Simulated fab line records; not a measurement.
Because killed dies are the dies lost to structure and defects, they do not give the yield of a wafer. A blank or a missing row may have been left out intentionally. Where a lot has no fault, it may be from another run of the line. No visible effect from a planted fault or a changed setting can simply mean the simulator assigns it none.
Struck lot and sound lot, side by side + flow n5Finfet + 16 out of 1938 route steps
Sound: wafers L574.2, L574.4, L574.5. Wafers L585.2, L585.3, L585.6 were the ones struck. The cause is given at the end.
Per side, at each step with rows, come the tool, then ch with its chambers, and then its first start. Under that, the readings that differ: sound wafers + struck wafers + difference of the means + sigmas: that difference in standard deviations of wafers without a fault.
alike: same words and numbers on both sides, and readings whose means sit less than 2 such deviations apart. not compared: any withheld reading, any reading some wafer has no value for, any bound like >300 that may hide the same value, and any number with overlapping values for which the record gives no deviation.
A row with sigmas, a row that says differs or no value, or rows on one side alone: a step with any of these is where the two part. Non-overlapping numbers with no deviation appear without sigmas and do not part them. Lack of a reading on every wafer of one side parts them only where that side has two or more wafers.

first, 4 steps without rows for these wafers: N5_BEOL_M10_SOFTBAKE_06 (time 60 s); N5_BEOL_M10_EXPOSE_08 (exposes mask M10); N5_BEOL_M10_PEB_09 (peb time 60 s); N5_BEOL_M10_DEVELOP_10 (develop time 30 s).
N5_BEOL_M10_CD_MEAS_11: target cd 64.1 nm.
  sound on cdSem-01 ch 0, day 11 12:36; struck on cdSem-03 ch 0, day 14 06:56
  alike: cdNm
N5_BEOL_M10_OVL_MEAS_12:
  sound on overlay-02 ch 0, day 11 12:38; struck on overlay-01 ch 0, day 14 06:58
  alike: M10_OVL
N5_BEOL_M10_INSPECT_13: inspects for defects (brightfield).
  sound on defectInspect-01, day 11 12:39; struck on defectInspect-02, day 14 06:59
  alike: rawDefectCount
N5_BEOL_M10_DESCUM_16: chemistry O2, time 7.9 s.
  sound on rieDiel-01 ch 0,1, day 11 13:08; struck on rieDiel-06 ch 0,3, day 14 07:01
  alike: chamberPressureMTorr, drypumpMotorCurrentA, oesProductAu, rfVppV, showerheadPlenumPTorr, throttleValvePct
  not compared: rfHoursCounterH
N5_BEOL_M10_ETCH_61: etches SiARC in CF4, target depth 39 nm, time 65 s.
  sound on rieDiel-01 ch 0,1, day 11 13:10; struck on rieDiel-06 ch 0,3, day 14 07:04
  alike: biasW, chamberPressureMTorr, drypumpMotorCurrentA, etchRfOnTimeS, oesProductAu, rfVppV, showerheadPlenumPTorr, throttleValvePct
  not compared: rfHoursCounterH
N5_BEOL_M10_ETCH_62: etches SOC in N2/H2, target depth 110 nm, overetch 22 nm, time 165 s.
  sound on rieDiel-01 ch 0,1, day 11 13:13; struck on rieDiel-06 ch 0,3, day 14 07:07
  alike: biasW, chamberPressureMTorr, drypumpMotorCurrentA, n2FlowSccm, oesProductAu, rfVppV, showerheadPlenumPTorr, throttleValvePct
  not compared: rfHoursCounterH
then, 1 step without rows for these wafers: N5_BEOL_M10_STRIP_68 (strips in N2/H2).
N5_BEOL_M10_STRIP_67: strips in CF4.
  sound on rieDiel-01 ch 0,1, day 11 13:22; struck on rieDiel-06 ch 0,3, day 14 07:15
  alike: chamberPressureMTorr, drypumpMotorCurrentA, oesProductAu, rfVppV, showerheadPlenumPTorr, throttleValvePct
  not compared: rfHoursCounterH
N5_BEOL_M10_HM_OPEN_17: chemistry Cl2/BCl3, target TiN, target depth 20 nm, overetch 6 nm.
  sound on rieMetal-02 ch 0,1, day 11 13:24; struck on rieMetal-03 ch 1, day 14 07:18
  no value came back on the struck wafers for any of 7 readings (bcl3FlowSccm (sccm), biasW (W) and others); on the sound wafers bcl3FlowSccm (sccm) reads 21.93 21.82 21.82
| reading                                  | sound          | struck        | difference | sigmas |
|------------------------------------------|----------------|---------------|------------|--------|
| model.SOC_of_BEOL_M10_COAT_59.thkNm (nm) | 91.8 91.8 91.8 | 100 99.8 99.4 | +8         |        |
  not compared: rfHoursCounterH
N5_BEOL_M10_STRIP_19: strips in O2.
  sound on rieDiel-06 ch 0,1,2, day 11 13:31; struck on rieDiel-01 ch 0,1,3, day 14 07:25
| reading                      | sound             | struck            | difference | sigmas |
|------------------------------|-------------------|-------------------|------------|--------|
| chamberPressureMTorr (mTorr) | 30.06 30.02 30.09 | 29.95 29.98 29.97 | -0.09      | -2     |
  alike: drypumpMotorCurrentA, oesProductAu, rfVppV, showerheadPlenumPTorr, throttleValvePct
  not compared: rfHoursCounterH
N5_BEOL_M10_CD_MEAS_18: pitch 140 nm, target cd 70 nm.
  sound on cdSem-01, day 11 13:35; struck on cdSem-03, day 14 07:29
| reading   | sound          | struck | difference                    | sigmas |
|-----------|----------------|--------|-------------------------------|--------|
| cdNm (nm) | 70.9 69.7 71.0 | - - -  | no value on the struck wafers |        |
then, 1 step without rows for these wafers: N5_BEOL_M10_COAT_63 (time 60 s, resist thk 100 nm).

## WHERE THEY PART
First at N5_BEOL_M10_HM_OPEN_17; last, within this record, at N5_BEOL_M10_CD_MEAS_18.

WHY: what the simulator had put in
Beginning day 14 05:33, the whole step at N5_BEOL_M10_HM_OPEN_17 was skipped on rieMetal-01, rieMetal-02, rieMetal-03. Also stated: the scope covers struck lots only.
